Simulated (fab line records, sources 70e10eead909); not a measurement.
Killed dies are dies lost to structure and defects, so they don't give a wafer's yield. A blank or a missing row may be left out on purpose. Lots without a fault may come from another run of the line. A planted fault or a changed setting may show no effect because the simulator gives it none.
Chamber matching | flow nand_harc | NHARC_A_CONTACT_ETCH_91 on rie_diel-01: 4 sister chambers
The step etches the open film in CH3F/O2, target depth 40 nm, time 85.7 s. 4 wafers are shown with their chamber, then 8 later ones without.

WAFERS WITH THEIR CHAMBER
wafer  | chamber | drypump_motor_current_A (A)
L085.2 | 3       | 5.8
L089.2 | 2       | 6.4
L089.5 | 0       | 6.0
L090.1 | 1       | 5.3

WAFERS WITHOUT THEIR CHAMBER
wafer  | drypump_motor_current_A (A)
L090.5 | 6.0
L090.6 | 5.8
L094.2 | 5.8
L094.4 | 5.2
L094.6 | 6.0
L096.1 | 5.2
L096.4 | 5.8
L096.5 | 5.3

WHICH CHAMBER EACH WENT THROUGH
wafer  | from the rows above | in truth
L090.5 | 0                   | 0
L090.6 | 3                   | 3
L094.2 | 3                   | 3
L094.4 | 1                   | 1
L094.6 | 0                   | 0
L096.1 | 1                   | 1
L096.4 | 3                   | 3
L096.5 | 1                   | 1
Placed correctly: 8 of 8. Can't be placed from these rows: 0. Placed wrongly: 0.
How it was worked out, from the rows above alone: a wafer's distance from a chamber is the root of the sum, over the readings, of the square of ((its reading less the chamber's mean) divided by the reading's scatter). The wafer belongs to the nearest chamber; if the next one is less than 2 further off, it can't be placed. A chamber's mean is the mean of its shown wafers. The scatter: with one shown wafer a chamber, the root of the mean of the squares of how far each hidden wafer lies from its nearest shown one.
